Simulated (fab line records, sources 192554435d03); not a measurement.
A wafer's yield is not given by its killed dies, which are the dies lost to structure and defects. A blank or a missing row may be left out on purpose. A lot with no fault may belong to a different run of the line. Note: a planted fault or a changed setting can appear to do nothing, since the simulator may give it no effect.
fab line records	flow n5Finfet
[record] lots = 24	wafers = 72	lastDay = 18
route steps=1938 shown BEOL_M5@1148 BEOL_M6@1195
lots with no fault: from the same line, run without faults
startH: start of the lot's first displayed wafer, in hours after the record's first day	waitH: hours elapsed since this lot's preceding step	" the same as in the row above	L1.1+2: one row covering several wafers at once	- no value present, or no start provided	* or withheld: withheld	< > ~ a bound
route shown NAME@n: names a module that has steps shown in the file, with the first one's number in the route	usual: mean and standard deviation over wafers with no fault	same: alike in all rows	chamber/n: place in a boat	sites: each site's reading	_std_site: their standard deviation	_edge_site: inner sites' mean taken away from outer sites' mean	radiusMm: for every site, how far away it sits from the centre of the wafer	mask NAME#n: copy n	behind: the last tool/chamber to shape the wafer	hold: reason for holding the lot/hours on hold/outcome of the hold	device: whichever transistor did not switch (one of n, p or np)	end of line: the same wafers' tests at the end of the route	where a step has no rows: the recipe by itself	killed: not the wafer's yield, but the dies lost to structure and defects at the first sort	map: per-die view of a wafer (x killed, . not killed, _ where there is no die)
set.NAME: the setting as run; set.NAME@STEP: as run at that earlier step	model.NAME: the simulator's own value behind a step, which no gauge read
a sample of lots followed through the steps of the route, with each step as a table and each wafer as a row
services: when a tool's chamber went out of use (startH, in hours from the record's first day, below 0 if earlier), for how many hours, and the reason
[[steps]]
[step N5_BEOL_M5_CD_MEAS_28]
[recipe] targetCdNm = 30.6	landingEnergyEv = 500	detector = seInlens	targetCdYNm = 20	polarity = opening
[usual] cdNm = 30.65/0.24
lot.wafer	tool	chamber	startH	waitH	cdNm
L074.1	cdSem-02	0	174.56	-	30.81
L074.4	"	0	"	"	30.90
L074.5	"	0	"	"	30.73
L075.4	cdSem-02	0	180.92	-	30.75
L075.5	"	0	"	"	30.19
L075.6	"	0	"	"	29.96
L076.2	cdSem-03	0	183.27	-	30.91
L076.3	"	0	"	"	30.75
L076.4	"	0	"	"	30.51
L077.1	cdSem-03	0	189.39	-	31.26
L077.2	"	0	"	"	30.87
L077.4	"	0	"	"	30.88
L078.1	cdSem-03	0	196.72	-	30.41
L078.4	"	0	"	"	30.96
L078.6	"	0	"	"	30.44
L079.1	cdSem-02	0	200.15	-	30.32
L079.3	"	0	"	"	30.42
L079.6	"	0	"	"	30.81
L080.3	cdSem-03	0	203.48	-	30.62
L080.4	"	0	"	"	30.63
L080.5	"	0	"	"	30.40
L081.2	cdSem-02	0	213.07	-	30.95
L081.3	"	0	"	"	30.77
L081.5	"	0	"	"	30.37
L082.3	cdSem-01	0	221.03	-	30.73
L082.4	"	0	"	"	30.49
L082.5	"	0	"	"	30.37
L083.2	cdSem-01	0	224.89	-	30.65
L083.5	"	0	"	"	30.36
L083.6	"	0	"	"	30.91
L084.2	cdSem-01	0	230.80	-	30.68
L084.3	"	0	"	"	30.51
L084.6	"	0	"	"	30.88
L085.2	cdSem-02	0	237.96	-	30.49
L085.5	"	0	"	"	30.63
L085.6	"	0	"	"	30.92
L086.1	cdSem-02	0	240.42	-	30.48
L086.3	"	0	"	"	30.78
L086.5	"	0	"	"	30.46
L087.1	cdSem-01	0	254.99	-	30.71
L087.5	"	0	"	"	30.99
L087.6	"	0	"	"	31.12
L090.2	cdSem-03	0	264.18	-	30.58
L090.3	"	0	"	"	30.95
L090.5	"	0	"	"	30.68
L088.1	cdSem-02	0	269.04	-	30.82
L088.3	"	0	"	"	30.52
L088.4	"	0	"	"	30.67
L089.1	cdSem-02	0	269.22	-	30.75
L089.4	"	0	"	"	30.77
L089.5	"	0	"	"	30.36
L091.2	cdSem-03	0	269.27	-	30.68
L091.3	"	0	"	"	31.13
L091.6	"	0	"	"	31.00
L092.1	cdSem-02	0	283.43	-	30.69
L092.2	"	0	"	"	30.54
L092.3	"	0	"	"	30.65
L093.3	cdSem-02	0	285.82	-	30.57
L093.4	"	0	"	"	30.83
L093.6	"	0	"	"	30.54
L094.1	cdSem-01	0	291.78	-	30.29
L094.5	"	0	"	"	30.55
L094.6	"	0	"	"	30.55
L095.2	cdSem-02	0	299.56	-	30.34
L095.3	"	0	"	"	30.57
L095.4	"	0	"	"	30.75
L096.2	cdSem-03	0	316.07	-	30.78
L096.4	"	0	"	"	30.63
L096.6	"	0	"	"	30.70
L097.3	cdSem-03	0	322.36	-	30.80
L097.5	"	0	"	"	31.11
L097.6	"	0	"	"	30.66
[step N5_BEOL_M5_ANNEAL_82]
[recipe] tempC = 400	timeS = 1800	ambient = vacuum
[usual] heaterPowerW = 847/71
lot.wafer	tool	chamber	startH	waitH	heaterPowerW
L074.1	pvdSputter-02	-	177.73	0.0	883
L074.4	"	-	"	"	848
L074.5	"	-	"	"	843
L075.4	pvdSputter-02	-	184.92	0.0	1026
L075.5	"	-	"	"	1047
L075.6	"	-	"	"	841
L076.2	pvdSputter-01	-	186.67	0.0	838
L076.3	"	-	"	"	811
L076.4	"	-	"	"	772
L077.1	pvdSputter-01	-	193.87	0.0	780
L077.2	"	-	"	"	773
L077.4	"	-	"	"	852
L078.1	pvdSputter-03	-	200.28	0.0	818
L078.4	"	-	"	"	824
L078.6	"	-	"	"	891
L079.1	pvdSputter-01	-	203.52	0.0	821
L079.3	"	-	"	"	781
L079.6	"	-	"	"	782
L080.3	pvdSputter-01	-	208.06	0.0	817
L080.4	"	-	"	"	841
L080.5	"	-	"	"	770
L081.2	pvdSputter-02	-	216.68	0.0	1046
L081.3	"	-	"	"	881
L081.5	"	-	"	"	1025
L082.3	pvdSputter-03	-	224.23	0.0	789
L082.4	"	-	"	"	886
L082.5	"	-	"	"	814
L083.2	pvdSputter-01	-	228.07	0.0	784
L083.5	"	-	"	"	763
L083.6	"	-	"	"	822
L084.2	pvdSputter-03	-	235.55	0.0	797
L084.3	"	-	"	"	820
L084.6	"	-	"	"	880
L085.2	pvdSputter-02	-	242.12	0.0	845
L085.5	"	-	"	"	842
L085.6	"	-	"	"	887
L086.1	pvdSputter-03	-	243.34	0.0	788
L086.3	"	-	"	"	830
L086.5	"	-	"	"	837
L087.1	pvdSputter-03	-	258.12	0.0	893
L087.5	"	-	"	"	863
L087.6	"	-	"	"	816
L090.2	pvdSputter-01	-	267.33	0.0	835
L090.3	"	-	"	"	757
L090.5	"	-	"	"	843
L088.1	pvdSputter-03	-	272.51	0.0	810
L088.3	"	-	"	"	818
L088.4	"	-	"	"	824
L089.1	pvdSputter-02	-	272.69	0.0	823
L089.4	"	-	"	"	1026
L089.5	"	-	"	"	900
L091.2	pvdSputter-01	-	274.96	0.0	759
L091.3	"	-	"	"	810
L091.6	"	-	"	"	824
L092.1	pvdSputter-03	-	286.57	0.0	819
L092.2	"	-	"	"	810
L092.3	"	-	"	"	872
L093.3	pvdSputter-02	-	289.37	0.0	829
L093.4	"	-	"	"	1053
L093.6	"	-	"	"	899
L094.1	pvdSputter-02	-	296.87	0.0	836
L094.5	"	-	"	"	892
L094.6	"	-	"	"	863
L095.2	pvdSputter-01	-	303.33	0.0	789
L095.3	"	-	"	"	814
L095.4	"	-	"	"	825
L096.2	pvdSputter-02	-	319.02	0.0	830
L096.4	"	-	"	"	883
L096.6	"	-	"	"	822
L097.3	pvdSputter-02	-	325.76	0.0	826
L097.5	"	-	"	"	830
L097.6	"	-	"	"	848
[step N5_BEOL_M5_INSPECT_58]
[recipe] inspectInstrument = darkfield	mode = postDep
[usual] rawDefectCount = 63/22
lot.wafer	tool	chamber	startH	waitH	rawDefectCount
L074.1	defectInspect-02	-	181.99	0.0	97
L074.4	"	-	"	"	59
L074.5	"	-	"	"	104
L075.4	defectInspect-02	-	189.23	0.0	59
L075.5	"	-	"	"	67
L075.6	"	-	"	"	84
L076.2	defectInspect-02	-	191.45	0.0	80
L076.3	"	-	"	"	79
L076.4	"	-	"	"	97
L077.1	defectInspect-01	-	198.13	0.0	67
L077.2	"	-	"	"	57
L077.4	"	-	"	"	47
L078.1	defectInspect-01	-	204.55	0.0	71
L078.4	"	-	"	"	53
L078.6	"	-	"	"	44
L079.1	defectInspect-01	-	207.78	0.0	47
L079.3	"	-	"	"	48
L079.6	"	-	"	"	36
L080.3	defectInspect-01	-	212.35	0.0	45
L080.4	"	-	"	"	28
L080.5	"	-	"	"	50
L081.2	defectInspect-02	-	221.01	0.0	65
L081.3	"	-	"	"	46
L081.5	"	-	"	"	45
L082.3	defectInspect-01	-	228.50	0.0	48
L082.4	"	-	"	"	58
L082.5	"	-	"	"	53
L083.2	defectInspect-02	-	232.33	0.0	59
L083.5	"	-	"	"	44
L083.6	"	-	"	"	63
L084.2	defectInspect-02	-	239.81	0.0	33
L084.3	"	-	"	"	35
L084.6	"	-	"	"	56
L085.2	defectInspect-02	-	246.39	0.0	45
L085.5	"	-	"	"	52
L085.6	"	-	"	"	55
L086.1	defectInspect-02	-	247.63	0.0	39
L086.3	"	-	"	"	61
L086.5	"	-	"	"	51
L087.1	defectInspect-02	-	262.70	0.0	109
L087.5	"	-	"	"	104
L087.6	"	-	"	"	86
L090.2	defectInspect-02	-	271.59	0.0	53
L090.3	"	-	"	"	79
L090.5	"	-	"	"	50
L088.1	defectInspect-01	-	276.82	0.0	55
L088.3	"	-	"	"	60
L088.4	"	-	"	"	53
L089.1	defectInspect-01	-	277.00	0.0	57
L089.4	"	-	"	"	41
L089.5	"	-	"	"	33
L091.2	defectInspect-02	-	279.26	0.0	41
L091.3	"	-	"	"	51
L091.6	"	-	"	"	62
L092.1	defectInspect-02	-	293.14	0.0	62
L092.2	"	-	"	"	93
L092.3	"	-	"	"	105
L093.3	defectInspect-02	-	294.37	0.0	55
L093.4	"	-	"	"	52
L093.6	"	-	"	"	42
L094.1	defectInspect-02	-	301.14	0.0	37
L094.5	"	-	"	"	34
L094.6	"	-	"	"	45
L095.2	defectInspect-02	-	307.59	0.0	91
L095.3	"	-	"	"	50
L095.4	"	-	"	"	57
L096.2	defectInspect-01	-	323.28	0.0	70
L096.4	"	-	"	"	72
L096.6	"	-	"	"	74
L097.3	defectInspect-02	-	330.04	0.0	121
L097.5	"	-	"	"	82
L097.6	"	-	"	"	109
[step N5_BEOL_M6_CURE_74]
[recipe] tempC = 385	timeS = 240	ambient = He/Ar	material = SiCOH_lowk
[usual] lampPowerPct = 52.31/0.053	wafer_temp_C_max = 386.6/0.62
lot.wafer	tool	chamber	startH	waitH	lampPowerPct	wafer_temp_C_max
L074.1	uvCure-02	1	182.09	0.0	52.35	387.9
L074.4	"	1	"	"	52.33	387.2
L074.5	"	1	"	"	52.27	388.5
L075.4	uvCure-03	0	189.57	0.3	52.33	386.0
L075.5	"	0	"	"	52.36	385.9
L075.6	"	0	"	"	52.26	385.9
L076.2	uvCure-01	0	191.63	0.1	52.33	386.9
L076.3	"	0	"	"	52.43	387.6
L076.4	"	0	"	"	52.25	387.5
L077.1	uvCure-03	0	198.24	0.0	52.30	386.2
L077.2	"	0	"	"	52.35	386.3
L077.4	"	0	"	"	52.32	386.7
L078.1	uvCure-02	0	204.65	0.0	52.33	386.8
L078.4	"	0	"	"	52.30	386.6
L078.6	"	0	"	"	52.29	386.1
L079.1	uvCure-03	1	207.88	0.0	52.32	385.8
L079.3	"	1	"	"	52.16	386.4
L079.6	"	1	"	"	52.32	385.9
L080.3	uvCure-01	2	212.61	0.2	52.24	386.2
L080.4	"	2	"	"	52.21	386.4
L080.5	"	2	"	"	52.31	385.9
L081.2	uvCure-03	2	221.35	0.3	52.32	386.5
L081.3	"	2	"	"	52.27	387.1
L081.5	"	2	"	"	52.32	387.4
L082.3	uvCure-01	1	228.76	0.2	52.32	386.2
L082.4	"	1	"	"	52.36	387.1
L082.5	"	1	"	"	52.29	386.8
L083.2	uvCure-03	0	232.51	0.1	52.36	386.3
L083.5	"	0	"	"	52.34	387.4
L083.6	"	0	"	"	52.27	386.4
L084.2	uvCure-03	2	239.99	0.1	52.38	387.3
L084.3	"	2	"	"	52.31	386.7
L084.6	"	2	"	"	52.30	386.2
L085.2	uvCure-03	1	246.57	0.1	52.32	385.7
L085.5	"	1	"	"	52.30	385.8
L085.6	"	1	"	"	52.26	386.0
L086.1	uvCure-02	0	247.73	0.0	52.23	385.9
L086.3	"	0	"	"	52.34	386.0
L086.5	"	0	"	"	52.33	386.4
L087.1	uvCure-03	2	263.03	0.3	52.34	386.7
L087.5	"	2	"	"	52.35	387.0
L087.6	"	2	"	"	52.35	386.7
L090.2	uvCure-02	1	271.77	0.1	52.27	387.1
L090.3	"	1	"	"	52.31	387.4
L090.5	"	1	"	"	52.41	387.7
L088.1	uvCure-02	2	276.93	0.0	52.24	386.5
L088.3	"	2	"	"	52.35	386.7
L088.4	"	2	"	"	52.24	386.6
L089.1	uvCure-01	2	277.11	0.0	52.26	386.3
L089.4	"	2	"	"	52.38	386.3
L089.5	"	2	"	"	52.36	386.3
L091.2	uvCure-01	2	279.44	0.1	52.35	385.9
L091.3	"	2	"	"	52.30	386.6
L091.6	"	2	"	"	52.24	385.6
L092.1	uvCure-02	1	293.97	0.8	52.31	387.3
L092.2	"	1	"	"	52.34	387.4
L092.3	"	1	"	"	52.29	386.9
L093.3	uvCure-03	2	295.94	1.5	52.31	387.5
L093.4	"	2	"	"	52.36	386.9
L093.6	"	2	"	"	52.28	387.0
L094.1	uvCure-03	1	301.24	0.0	52.35	386.2
L094.5	"	1	"	"	52.29	385.9
L094.6	"	1	"	"	52.27	386.0
L095.2	uvCure-01	0	307.78	0.1	52.33	388.0
L095.3	"	0	"	"	52.33	387.9
L095.4	"	0	"	"	52.24	387.4
L096.2	uvCure-03	2	323.72	0.4	52.28	387.0
L096.4	"	2	"	"	52.28	386.1
L096.6	"	2	"	"	52.28	387.1
L097.3	uvCure-03	1	330.30	0.2	52.36	386.0
L097.5	"	1	"	"	52.34	385.7
L097.6	"	1	"	"	52.25	386.1
[step N5_BEOL_M6_THK_MEAS_01]
[recipe] reads = SiCOH_lowk_of_BEOL_M6_ILD_DEP_00
[usual] M6_ILD_THK = 156.0/2.2
lot.wafer	tool	chamber	startH	waitH	M6_ILD_THK[nm]
L074.1	filmMetro-01	-	182.61	0.4	156.0
L074.4	"	-	"	"	159.5
L074.5	"	-	"	"	159.4
L075.4	filmMetro-01	-	189.85	0.2	153.9
L075.5	"	-	"	"	154.3
L075.6	"	-	"	"	155.5
L076.2	filmMetro-02	-	192.07	0.4	157.5
L076.3	"	-	"	"	157.7
L076.4	"	-	"	"	158.3
L077.1	filmMetro-02	-	198.75	0.4	155.3
L077.2	"	-	"	"	155.6
L077.4	"	-	"	"	158.5
L078.1	filmMetro-02	-	205.16	0.4	155.0
L078.4	"	-	"	"	157.9
L078.6	"	-	"	"	158.4
L079.1	filmMetro-01	-	208.39	0.4	152.3
L079.3	"	-	"	"	151.3
L079.6	"	-	"	"	154.1
L080.3	filmMetro-01	-	212.97	0.3	152.1
L080.4	"	-	"	"	155.7
L080.5	"	-	"	"	156.3
L081.2	filmMetro-01	-	221.78	0.4	151.9
L081.3	"	-	"	"	152.7
L081.5	"	-	"	"	153.4
L082.3	filmMetro-02	-	229.11	0.3	153.6
L082.4	"	-	"	"	154.5
L082.5	"	-	"	"	154.8
L083.2	filmMetro-02	-	232.95	0.4	154.0
L083.5	"	-	"	"	155.7
L083.6	"	-	"	"	155.8
L084.2	filmMetro-02	-	240.43	0.4	156.2
L084.3	"	-	"	"	157.1
L084.6	"	-	"	"	161.4
L085.2	filmMetro-01	-	247.00	0.4	156.5
L085.5	"	-	"	"	157.5
L085.6	"	-	"	"	158.1
L086.1	filmMetro-02	-	248.73	0.8	159.1
L086.3	"	-	"	"	154.6
L086.5	"	-	"	"	157.6
L087.1	filmMetro-02	-	263.54	0.4	156.8
L087.5	"	-	"	"	156.4
L087.6	"	-	"	"	159.4
L090.2	filmMetro-02	-	272.21	0.4	152.3
L090.3	"	-	"	"	150.9
L090.5	"	-	"	"	155.0
L088.1	filmMetro-01	-	277.44	0.4	154.9
L088.3	"	-	"	"	154.5
L088.4	"	-	"	"	155.2
L089.1	filmMetro-02	-	277.62	0.4	152.8
L089.4	"	-	"	"	159.3
L089.5	"	-	"	"	157.3
L091.2	filmMetro-01	-	279.88	0.4	156.3
L091.3	"	-	"	"	155.7
L091.6	"	-	"	"	160.0
L092.1	filmMetro-01	-	294.48	0.4	153.4
L092.2	"	-	"	"	152.8
L092.3	"	-	"	"	156.0
L093.3	filmMetro-02	-	296.61	0.5	156.3
L093.4	"	-	"	"	158.6
L093.6	"	-	"	"	153.7
L094.1	filmMetro-01	-	301.75	0.4	154.2
L094.5	"	-	"	"	157.1
L094.6	"	-	"	"	157.4
L095.2	filmMetro-01	-	308.21	0.4	156.9
L095.3	"	-	"	"	153.9
L095.4	"	-	"	"	158.7
L096.2	filmMetro-02	-	324.16	0.4	154.6
L096.4	"	-	"	"	157.9
L096.6	"	-	"	"	155.7
L097.3	filmMetro-02	-	330.65	0.3	156.9
L097.5	"	-	"	"	156.1
L097.6	"	-	"	"	158.8
[step N5_BEOL_M6_PECVD_70]
[recipe] material = SiO2	targetThkA = 200	tempC = 400	precursor = TEOS/O2	pressureTorr = 5.5	rfW = 450	teosFlowSccm = 53.8	gas = O2	flowSccm = 3000	timeS = 22.7
[usual] heaterPowerW = 733/87	showerheadPlenumPTorr = 8.84/0.078	throttleValvePct = 22.0/1
lot.wafer	tool	chamber	startH	waitH	heaterPowerW	showerheadPlenumPTorr	throttleValvePct
L074.1	pecvd-02	1	182.64	0.0	649	8.71	22.1
L074.4	"	0	"	"	724	8.68	21.7
L074.5	"	2	"	"	649	8.74	22.8
L075.4	pecvd-03	0	189.90	0.1	877	8.90	21.3
L075.5	"	1	"	"	730	8.83	21.7
L075.6	"	2	"	"	647	8.91	21.3
L076.2	pecvd-01	1	192.10	0.0	849	8.87	25.2
L076.3	"	0	"	"	604	8.77	22.2
L076.4	"	0	"	"	609	8.77	22.5
L077.1	pecvd-01	2	198.79	0.0	739	8.93	21.0
L077.2	"	1	"	"	830	8.85	25.5
L077.4	"	1	"	"	849	8.85	25.6
L078.1	pecvd-01	0	205.20	0.0	600	8.77	22.3
L078.4	"	1	"	"	809	8.84	25.5
L078.6	"	2	"	"	720	8.95	20.9
L079.1	pecvd-03	0	208.43	0.0	798	8.90	21.5
L079.3	"	2	"	"	718	8.91	21.5
L079.6	"	2	"	"	734	8.92	21.7
L080.3	pecvd-03	0	213.00	0.0	850	8.90	21.7
L080.4	"	0	"	"	840	8.92	21.6
L080.5	"	2	"	"	764	8.88	21.8
L081.2	pecvd-03	0	221.82	0.0	832	8.91	21.5
L081.3	"	0	"	"	823	8.89	21.4
L081.5	"	0	"	"	828	8.89	21.5
L082.3	pecvd-03	1	229.16	0.1	724	8.80	21.6
L082.4	"	2	"	"	758	8.90	21.5
L082.5	"	1	"	"	705	8.83	21.8
L083.2	pecvd-03	2	232.98	0.0	712	8.91	21.5
L083.5	"	2	"	"	708	8.90	21.6
L083.6	"	1	"	"	628	8.83	21.5
L084.2	pecvd-01	2	240.46	0.0	768	8.96	20.9
L084.3	"	1	"	"	861	8.84	25.5
L084.6	"	1	"	"	863	8.85	25.2
L085.2	pecvd-02	1	247.04	0.0	603	8.73	21.7
L085.5	"	1	"	"	604	8.73	21.8
L085.6	"	0	"	"	781	8.70	22.0
L086.1	pecvd-03	0	248.77	0.0	853	8.91	21.4
L086.3	"	2	"	"	618	8.89	21.6
L086.5	"	1	"	"	635	8.84	21.6
L087.1	pecvd-03	0	263.58	0.0	831	8.89	21.5
L087.5	"	2	"	"	721	8.93	21.7
L087.6	"	0	"	"	802	8.89	21.7
L090.2	pecvd-02	1	272.24	0.0	626	8.72	21.6
L090.3	"	0	"	"	637	8.74	21.8
L090.5	"	2	"	"	811	8.74	21.5
L088.1	pecvd-02	2	277.48	0.0	700	8.72	21.5
L088.3	"	0	"	"	736	8.71	22.3
L088.4	"	0	"	"	740	8.69	22.2
L089.1	pecvd-03	1	277.66	0.0	725	8.86	21.9
L089.4	"	1	"	"	696	8.80	21.6
L089.5	"	2	"	"	670	8.93	21.8
L091.2	pecvd-03	0	279.91	0.0	866	8.90	21.4
L091.3	"	1	"	"	718	8.83	21.8
L091.6	"	0	"	"	873	8.90	21.7
L092.1	pecvd-03	1	294.52	0.0	630	8.83	21.7
L092.2	"	2	"	"	711	8.93	21.8
L092.3	"	0	"	"	811	8.90	21.7
L093.3	pecvd-03	0	296.65	0.0	860	8.87	21.7
L093.4	"	2	"	"	625	8.92	21.8
L093.6	"	0	"	"	869	8.90	21.8
L094.1	pecvd-02	0	301.79	0.0	755	8.72	22.2
L094.5	"	1	"	"	568	8.68	21.9
L094.6	"	0	"	"	751	8.70	22.2
L095.2	pecvd-03	0	308.24	0.0	769	8.89	21.6
L095.3	"	2	"	"	695	8.92	22.2
L095.4	"	0	"	"	729	8.89	22.0
L096.2	pecvd-01	1	324.19	0.0	804	8.86	25.6
L096.4	"	1	"	"	810	8.85	25.4
L096.6	"	0	"	"	589	8.77	22.0
L097.3	pecvd-03	0	330.69	0.0	857	8.92	21.4
L097.5	"	0	"	"	868	8.91	21.6
L097.6	"	1	"	"	672	8.81	21.7
[[services]]
tool	chamber	startH	hours	kind
pecvd-02	-	184.99	27.0	repair
uvCure-01	-	186.94	2.8	pm
uvCure-02	-	198.27	0.5	repair
pecvd-03	1	218.40	5.5	scheduledDown
uvCure-01	-	222.49	1.4	repair
pecvd-03	0	224.32	5.5	scheduledDown
pecvd-02	2	231.85	5.5	scheduledDown
uvCure-02	-	268.20	2.1	pm
pvdSputter-02	-	279.52	3.8	repair
pecvd-01	-	289.64	1.0	repair
pecvd-02	1	316.06	2.1	scheduledDown
pvdSputter-01	-	320.04	19.6	repair
[[key]]
fault none
